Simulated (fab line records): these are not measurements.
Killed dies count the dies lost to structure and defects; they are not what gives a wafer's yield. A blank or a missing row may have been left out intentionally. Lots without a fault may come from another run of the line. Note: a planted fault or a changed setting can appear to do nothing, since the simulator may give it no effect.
Split-lot trial :: flow n5-finfet :: 21 wafers read across 7 lots, on a route 1938 steps long

ON THE SPLIT
At N5_BEOL_M1_TRENCH_ETCH_37 (etches SiOC in C4F6/O2, target depth 55.207 nm, time 29 s), the setting time-s was moved away from the recipe's 29 s on 5 of the 21 wafers read, by -20.8% to +15.7%. The other wafers ran this setting at the recipe's value.

FROM THE SPLIT TO THE READING: what the file shows between them, 2 steps
- N5_BEOL_M1_ETCH_41: etches SiCN in CH3F/O2, target depth 31.9 nm, time 57.8 s
- N5_BEOL_M1_STRIP_97: strips in N2/H2, time 10 s

THE READING
trench-depth-nm, in nm, at N5_BEOL_M1_OCD_MEAS_38. Fault-free wafers of this fab line usually give 55.1 nm, standard deviation 1.4 nm.

wafer: L075.1
tool, chamber at the split: rie-diel-01, 3
time-s as run, s: 29
against the recipe: recipe
trench-depth-nm, nm: 52.7
against lot-mates on the recipe: -

wafer: L075.3
tool, chamber at the split: rie-diel-01, 2
time-s as run, s: 29
against the recipe: recipe
trench-depth-nm, nm: 56.3
against lot-mates on the recipe: -

wafer: L075.4
tool, chamber at the split: rie-diel-01, 0
time-s as run, s: 29
against the recipe: recipe
trench-depth-nm, nm: 56.2
against lot-mates on the recipe: -

wafer: L077.2
tool, chamber at the split: rie-diel-02, 0
time-s as run, s: 30.93
against the recipe: +6.7%
trench-depth-nm, nm: 58.3
against lot-mates on the recipe: +4.3

wafer: L077.3
tool, chamber at the split: rie-diel-02, 2
time-s as run, s: 30.93
against the recipe: +6.7%
trench-depth-nm, nm: 59.7
against lot-mates on the recipe: +5.7

wafer: L077.6
tool, chamber at the split: rie-diel-02, 0
time-s as run, s: 29
against the recipe: recipe
trench-depth-nm, nm: 54.0
against lot-mates on the recipe: -

wafer: L078.2
tool, chamber at the split: rie-diel-01, 1
time-s as run, s: 29
against the recipe: recipe
trench-depth-nm, nm: 55.8
against lot-mates on the recipe: -

wafer: L078.4
tool, chamber at the split: rie-diel-01, 3
time-s as run, s: 29
against the recipe: recipe
trench-depth-nm, nm: 52.1
against lot-mates on the recipe: -

wafer: L078.5
tool, chamber at the split: rie-diel-01, 2
time-s as run, s: 29
against the recipe: recipe
trench-depth-nm, nm: 55.1
against lot-mates on the recipe: -

wafer: L082.2
tool, chamber at the split: rie-diel-02, 2
time-s as run, s: 33.55
against the recipe: +15.7%
trench-depth-nm, nm: 65.6
against lot-mates on the recipe: +9.0

wafer: L082.4
tool, chamber at the split: rie-diel-02, 1
time-s as run, s: 29
against the recipe: recipe
trench-depth-nm, nm: 56.7
against lot-mates on the recipe: -

wafer: L082.6
tool, chamber at the split: rie-diel-02, 2
time-s as run, s: 29
against the recipe: recipe
trench-depth-nm, nm: 56.4
against lot-mates on the recipe: -

wafer: L084.1
tool, chamber at the split: rie-diel-02, 1
time-s as run, s: 29
against the recipe: recipe
trench-depth-nm, nm: 57.1
against lot-mates on the recipe: -

wafer: L084.3
tool, chamber at the split: rie-diel-02, 2
time-s as run, s: 29
against the recipe: recipe
trench-depth-nm, nm: 57.2
against lot-mates on the recipe: -

wafer: L084.6
tool, chamber at the split: rie-diel-02, 0
time-s as run, s: 29
against the recipe: recipe
trench-depth-nm, nm: 55.1
against lot-mates on the recipe: -

wafer: L091.1
tool, chamber at the split: rie-diel-03, 3
time-s as run, s: 22.98
against the recipe: -20.8%
trench-depth-nm, nm: 44.1
against lot-mates on the recipe: -9.1

wafer: L091.2
tool, chamber at the split: rie-diel-03, 1
time-s as run, s: 22.98
against the recipe: -20.8%
trench-depth-nm, nm: 42.7
against lot-mates on the recipe: -10.5

wafer: L091.3
tool, chamber at the split: rie-diel-03, 0
time-s as run, s: 29
against the recipe: recipe
trench-depth-nm, nm: 53.2
against lot-mates on the recipe: -

wafer: L095.3
tool, chamber at the split: rie-diel-02, 3
time-s as run, s: 29
against the recipe: recipe
trench-depth-nm, nm: 53.2
against lot-mates on the recipe: -

wafer: L095.5
tool, chamber at the split: rie-diel-02, 1
time-s as run, s: 29
against the recipe: recipe
trench-depth-nm, nm: 55.2
against lot-mates on the recipe: -

wafer: L095.6
tool, chamber at the split: rie-diel-02, 0
time-s as run, s: 29
against the recipe: recipe
trench-depth-nm, nm: 53.9
against lot-mates on the recipe: -

THE FIT
A straight line over all 21 wafers: trench-depth-nm changes by +0.587 nm for each +1% of time-s; r = +0.95; the points scatter about the line by 1.5 nm.
The same after taking each lot's own level away (the mean of its wafers on the recipe; 21 wafers): +0.517 nm for each +1%; r = +0.96; scatter 1.2 nm.
The reading moves by 11 nm for the largest change in time-s, on that fit.
Measured against the standard deviation above, the lots' own levels, which go from 53.20 to 56.55 nm, span 2.4 times it.
So the slope is not independent of the lot-to-lot level: the two fits are not the same.
Check: with one of the wafers moved furthest among these (-20.8%) left out of the fit, the line predicts -11.3 nm for it against its lot-mates. It came out at -9.1 nm against them.

ADDITIONAL SPLITS CARRIED BY THESE WAFERS
These wafers also went through other splits before the reading. Each is held against what the fit with the lots' levels taken away leaves over:
other split on the same wafers: N5_BEOL_M0_SAQP_SPACER2_ALD_26 target-thk-a
wafers away from the commonest value: 6
r with trench-depth-nm (lot level and that fit taken away): -0.27

other split on the same wafers: N5_BEOL_M0_SAQP_COAT_69 spin-rpm
wafers away from the commonest value: 5
r with trench-depth-nm (lot level and that fit taken away): +0.10

other split on the same wafers: N5_BEOL_M1_ETCH_77 source-w
wafers away from the commonest value: 4
r with trench-depth-nm (lot level and that fit taken away): +0.17

THE WHOLE CHAIN: every reading that the file lists as answering this split, in the file's order
step: N5_BEOL_M1_TRENCH_ETCH_37
what it does: etches SiOC in C4F6/O2, target depth 55.207 nm, time 29 s
reading: etch.depth-nm (the simulator's own value, which no gauge read)
change (the file's fit): +0.524 nm for each +1% of the setting
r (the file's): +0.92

step: N5_BEOL_M1_TRENCH_ETCH_37
what it does: etches SiOC in C4F6/O2, target depth 55.207 nm, time 29 s
reading: BEOL_M1.feature-depth-nm (the simulator's own value, which no gauge read)
change (the file's fit): +0.522 nm for each +1% of the setting
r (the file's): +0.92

step: N5_BEOL_M1_OCD_MEAS_38
what it does: 
reading: trench-depth-nm
change (the file's fit): +0.521 nm for each +1% of the setting
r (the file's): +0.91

THE FILE'S OWN FIT
trench-depth-nm changes by +0.521 nm for each +1% of time-s, r = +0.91.
